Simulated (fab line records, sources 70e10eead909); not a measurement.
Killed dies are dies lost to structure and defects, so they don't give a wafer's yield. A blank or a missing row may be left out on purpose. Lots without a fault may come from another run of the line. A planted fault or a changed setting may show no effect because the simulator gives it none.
Which tool did it? | flow nand_harc | 24 lots, 72 wafers sampled, at 4 steps of a route of 1302

WHAT THE GAUGES READ, wafer by wafer
NHARC_A_ONON_D1_THK_MEAS_30: measures by ellipsometry. Usual: thk_nm 998 nm, standard deviation 9.9.
lot  | measured     | on            | thk_nm (nm)    | flag
L074 | day 8 07:59  | film_metro-02 | 987 987 989    |
L075 | day 8 13:16  | film_metro-01 | 983 982 982    |
L076 | day 9 06:31  | film_metro-02 | 981 982 982    |
L077 | day 9 15:54  | film_metro-02 | 1007 1008 1008 |
L078 | day 10 03:05 | film_metro-02 | 1001 1003 1001 |
L079 | day 10 03:03 | film_metro-01 | 1002 1001 1001 |
L080 | day 10 16:47 | film_metro-01 | 1009 1007 1007 |
L081 | day 11 12:43 | film_metro-02 | 998 999 999    |
L082 | day 11 12:43 | film_metro-01 | 994 995 994    |
L083 | day 12 01:56 | film_metro-01 | 1006 1005 1007 |
L084 | day 12 01:56 | film_metro-02 | 1003 1003 1000 |
L085 | day 13 00:34 | film_metro-02 | 988 989 989    |
L086 | day 13 00:34 | film_metro-01 | 994 995 993    |
L087 | day 13 18:37 | film_metro-01 | 1004 1004 1003 |
L089 | day 14 10:29 | film_metro-01 | 999 998 1000   |
L088 | day 14 10:28 | film_metro-02 | 994 994 995    |
L090 | day 15 04:06 | film_metro-01 | 1002 1002 1002 |
L091 | day 15 04:07 | film_metro-01 | 1004 1004 1002 |
L092 | day 15 13:24 | film_metro-01 | 982 983 983    |
L093 | day 16 11:14 | film_metro-01 | 1015 1012 1014 |
L094 | day 16 11:05 | film_metro-01 | 1013 1012 1012 |
L095 | day 16 20:28 | film_metro-01 | 977 979 979    |
L096 | day 17 11:53 | film_metro-02 | 1007 1008 1008 |
L097 | day 18 03:26 | film_metro-01 | 994 997 997    |

NHARC_A_ONON_D1_THK_MEAS_34: measures by ellipsometry. Usual: thk_nm 199.9 nm, standard deviation 2.5.
lot  | measured     | on            | thk_nm (nm)       | flag
L074 | day 8 08:26  | film_metro-01 | 196.9 198.7 202.4 |
L075 | day 8 13:46  | film_metro-02 | 200.1 203.5 202.4 |
L076 | day 9 06:59  | film_metro-01 | 199.6 196.9 202.5 |
L077 | day 9 16:22  | film_metro-02 | 198.0 199.4 201.5 |
L078 | day 10 03:33 | film_metro-01 | 197.0 202.4 202.3 |
L079 | day 10 03:31 | film_metro-02 | 197.4 201.7 204.0 |
L080 | day 10 17:16 | film_metro-02 | 201.7 201.9 203.2 |
L081 | day 11 13:11 | film_metro-02 | 199.5 200.2 203.7 |
L082 | day 11 13:11 | film_metro-01 | 194.1 197.4 200.4 |
L083 | day 12 02:26 | film_metro-02 | 198.7 200.1 201.4 |
L084 | day 12 02:37 | film_metro-01 | 197.7 200.5 203.1 |
L085 | day 13 01:02 | film_metro-01 | 196.9 196.8 199.4 |
L086 | day 13 01:05 | film_metro-01 | 195.0 203.7 201.6 |
L087 | day 13 19:05 | film_metro-02 | 198.2 203.4 204.4 |
L089 | day 14 11:13 | film_metro-01 | 199.6 195.9 198.4 |
L088 | day 14 10:56 | film_metro-02 | 197.3 200.3 199.3 |
L090 | day 15 04:34 | film_metro-01 | 200.3 200.8 203.1 |
L091 | day 15 04:46 | film_metro-01 | 196.9 201.5 203.2 |
L092 | day 15 14:04 | film_metro-02 | 197.2 198.2 202.8 |
L093 | day 16 11:43 | film_metro-02 | 198.7 199.1 203.1 |
L094 | day 16 11:34 | film_metro-01 | 200.3 202.0 202.0 |
L095 | day 16 20:57 | film_metro-01 | 199.5 198.4 202.7 |
L096 | day 17 12:21 | film_metro-02 | 199.9 199.6 199.6 |
L097 | day 18 03:55 | film_metro-02 | 199.8 200.4 201.7 |

WHICH TOOL RAN EACH LOT (tool, then ch and the chambers of the sampled wafers, then the start)
lot  | NHARC_P_M2_STRIP_18                | NHARC_P_M2_PVD_21
L074 | rie_diel-02 ch 1,3, day 6 12:17    | pvd_sputter-01, day 8 07:59 or earlier
L075 | rie_diel-05 ch 0,2, day 6 17:55    | pvd_sputter-02, day 8 13:16 or earlier
L076 | rie_diel-09 ch 1,2,3, day 7 09:23  | pvd_sputter-01, day 9 06:31 or earlier
L077 | rie_diel-05 ch 0,1,2, day 7 19:08  | pvd_sputter-03, day 9 15:54 or earlier
L078 | rie_diel-05 ch 1,3, day 8 04:18    | pvd_sputter-02, day 10 03:05 or earlier
L079 | rie_diel-02 ch 0,1,3, day 8 11:16  | pvd_sputter-01, day 10 03:03 or earlier
L080 | rie_diel-02 ch 1,2,3, day 8 22:52  | pvd_sputter-01, day 10 16:47 or earlier
L081 | rie_diel-02 ch 1,2,3, day 9 15:07  | pvd_sputter-02, day 11 12:43 or earlier
L082 | rie_diel-05 ch 1,2,3, day 9 15:20  | pvd_sputter-03, day 11 12:43 or earlier
L083 | rie_diel-09 ch 0,2,3, day 10 03:44 | pvd_sputter-02, day 12 01:56 or earlier
L084 | rie_diel-02 ch 2,3, day 10 09:48   | pvd_sputter-03, day 12 01:56 or earlier
L085 | rie_diel-02 ch 1,2,3, day 11 04:16 | pvd_sputter-01, day 13 00:34 or earlier
L086 | rie_diel-09 ch 0,2,3, day 11 04:55 | pvd_sputter-03, day 13 00:34 or earlier
L087 | rie_diel-05 ch 0,3, day 11 23:14   | pvd_sputter-03, day 13 18:37 or earlier
L089 | rie_diel-09 ch 0,2,3, day 12 13:43 | pvd_sputter-03, day 14 10:29 or earlier
L088 | rie_diel-05 ch 1,2, day 12 14:04   | pvd_sputter-01, day 14 10:28 or earlier
L090 | rie_diel-05 ch 0,2,3, day 13 05:52 | pvd_sputter-01, day 15 04:06 or earlier
L091 | rie_diel-05 ch 0,1, day 13 11:04   | pvd_sputter-03, day 15 04:07 or earlier
L092 | rie_diel-02 ch 1,2, day 13 17:52   | pvd_sputter-01, day 15 13:24 or earlier
L093 | rie_diel-02 ch 1,2,3, day 14 13:13 | pvd_sputter-03, day 16 11:14 or earlier
L094 | rie_diel-09 ch 0,2,3, day 14 17:30 | pvd_sputter-03, day 16 11:05 or earlier
L095 | rie_diel-09 ch 0,1,2, day 15 01:37 | pvd_sputter-02, day 16 20:28 or earlier
L096 | rie_diel-05 ch 1,2,3, day 15 15:05 | pvd_sputter-02, day 17 11:53 or earlier
L097 | rie_diel-02 ch 0,1,3, day 16 09:08 | pvd_sputter-01, day 18 03:26 or earlier
- NHARC_P_M2_STRIP_18: strips in N2/H2.
- NHARC_P_M2_PVD_21: deposits Cu, target thk 30 nm, time 20.49 s.

WHAT THE TOOLS THEMSELVES READ (means of the sampled wafers that have a number; where no wafer has one, the mark that the record gives instead)
NHARC_P_M2_STRIP_18. Usual: drypump_motor_current_A 5.7 A, standard deviation 0.36; oes_product_au 1.000 a.u., standard deviation 0.0074; rf_vpp_V 90.6 V, standard deviation 1.1; showerhead_plenum_p_Torr 2.05 Torr, standard deviation 0.11; throttle_valve_pct 14.171 %, standard deviation 0.0097.
lot  | tool        | drypump_motor_current_A (A) | oes_product_au (a.u.) | rf_vpp_V (V) | showerhead_plenum_p_Torr (Torr) | throttle_valve_pct (%) | flag
L074 | rie_diel-02 | 5.9                         | 1.000                 | 90.6         | 2.12                            | 14.169                 |
L075 | rie_diel-05 | 5.8                         | 0.995                 | 90.1         | 2.00                            | 14.163                 |
L076 | rie_diel-09 | 5.9                         | 1.003                 | 90.5         | 2.09                            | 14.174                 |
L077 | rie_diel-05 | 5.8                         | 1.000                 | 90.0         | 2.07                            | 14.172                 |
L078 | rie_diel-05 | 5.6                         | 1.001                 | 91.0         | 2.03                            | 14.165                 |
L079 | rie_diel-02 | 5.7                         | 1.000                 | 90.6         | 2.10                            | 14.182                 |
L080 | rie_diel-02 | 5.6                         | 1.000                 | 91.3         | 2.06                            | 14.173                 |
L081 | rie_diel-02 | 5.6                         | 1.006                 | 91.1         | 2.06                            | 14.168                 |
L082 | rie_diel-05 | 5.6                         | 1.007                 | 90.6         | 1.97                            | 14.176                 |
L083 | rie_diel-09 | 5.8                         | 0.998                 | 90.5         | 2.08                            | 14.163                 |
L084 | rie_diel-02 | 5.9                         | 0.998                 | 90.6         | 2.09                            | 14.172                 |
L085 | rie_diel-02 | 5.6                         | 0.999                 | 90.6         | 2.06                            | 14.172                 |
L086 | rie_diel-09 | 5.8                         | 0.996                 | 90.1         | 2.08                            | 14.178                 |
L087 | rie_diel-05 | 5.2                         | 1.000                 | 90.7         | 2.00                            | 14.160                 |
L089 | rie_diel-09 | 5.8                         | 1.000                 | 91.1         | 2.07                            | 14.179                 |
L088 | rie_diel-05 | 5.9                         | 1.003                 | 90.8         | 2.04                            | 14.171                 |
L090 | rie_diel-05 | 5.5                         | 1.003                 | 90.1         | 2.00                            | 14.182                 |
L091 | rie_diel-05 | 5.6                         | 1.007                 | 91.3         | 2.16                            | 14.176                 |
L092 | rie_diel-02 | 5.4                         | 0.983                 | 90.6         | 2.02                            | 14.169                 |
L093 | rie_diel-02 | 5.6                         | 0.992                 | 90.0         | 2.05                            | 14.169                 |
L094 | rie_diel-09 | 5.8                         | 0.999                 | 90.8         | 2.07                            | 14.171                 |
L095 | rie_diel-09 | 5.7                         | 0.998                 | 90.0         | 1.98                            | 14.172                 |
L096 | rie_diel-05 | 5.6                         | 1.002                 | 89.7         | 1.97                            | 14.164                 |
L097 | rie_diel-02 | 5.7                         | 0.995                 | 91.0         | 2.10                            | 14.164                 |

NHARC_P_M2_PVD_21. Usual: chamber_pressure_pa 5.000 Pa, standard deviation 0.011; substrate_temp_c 30.01 C, standard deviation 0.11; throttle_valve_pct 30.0 %, standard deviation 1.2.
lot  | tool           | chamber_pressure_pa (Pa) | substrate_temp_c (C) | throttle_valve_pct (%) | flag
L074 | pvd_sputter-01 | 4.993                    | 30.09                | 30.0                   |
L075 | pvd_sputter-02 | 4.995                    | 30.06                | 30.2                   |
L076 | pvd_sputter-01 | 5.002                    | 30.10                | 29.4                   |
L077 | pvd_sputter-03 | 4.999                    | 29.86                | 31.6                   |
L078 | pvd_sputter-02 | 5.005                    | 30.06                | 29.7                   |
L079 | pvd_sputter-01 | 5.009                    | 30.06                | 29.5                   |
L080 | pvd_sputter-01 | 5.004                    | 30.09                | 29.4                   |
L081 | pvd_sputter-02 | 4.997                    | 30.00                | 31.1                   |
L082 | pvd_sputter-03 | 5.004                    | 30.05                | 30.3                   |
L083 | pvd_sputter-02 | 4.997                    | 29.96                | 30.4                   |
L084 | pvd_sputter-03 | 5.002                    | 30.02                | 31.0                   |
L085 | pvd_sputter-01 | 4.989                    | 30.03                | 29.6                   |
L086 | pvd_sputter-03 | 5.009                    | 30.06                | 30.4                   |
L087 | pvd_sputter-03 | 4.998                    | 29.99                | 30.2                   |
L089 | pvd_sputter-03 | 5.004                    | 30.09                | 30.9                   |
L088 | pvd_sputter-01 | 4.996                    | 30.13                | 29.6                   |
L090 | pvd_sputter-01 | 4.996                    | 29.93                | 29.5                   |
L091 | pvd_sputter-03 | 5.007                    | 30.03                | 29.8                   |
L092 | pvd_sputter-01 | 5.007                    | 29.98                | 30.0                   |
L093 | pvd_sputter-03 | 4.999                    | 29.97                | 30.5                   |
L094 | pvd_sputter-03 | 4.999                    | 30.05                | 29.1                   |
L095 | pvd_sputter-02 | 5.010                    | 30.02                | 30.3                   |
L096 | pvd_sputter-02 | 4.987                    | 29.96                | 29.7                   |
L097 | pvd_sputter-01 | 5.002                    | 29.88                | 29.1                   |

THE ANSWER, worked out from the rows above alone
Rule: a lot is off if the mean of its wafers that have a number lies more than 3 standard deviations from the usual mean. A lot without any number at a reading at which 4 lots or more have one is off too. The other lots that the step has rows for count as sound. The gauges are gone through in route order, then the tools' own readings, and for those a lot's mean is taken as printed above. The first step at which some lot is off is used, and at that step the reading that is off furthest; a lot without a number counts as furthest.
No lot is off at any reading shown: from this, nothing can be told.

WHAT THE SIMULATOR HAD PUT IN
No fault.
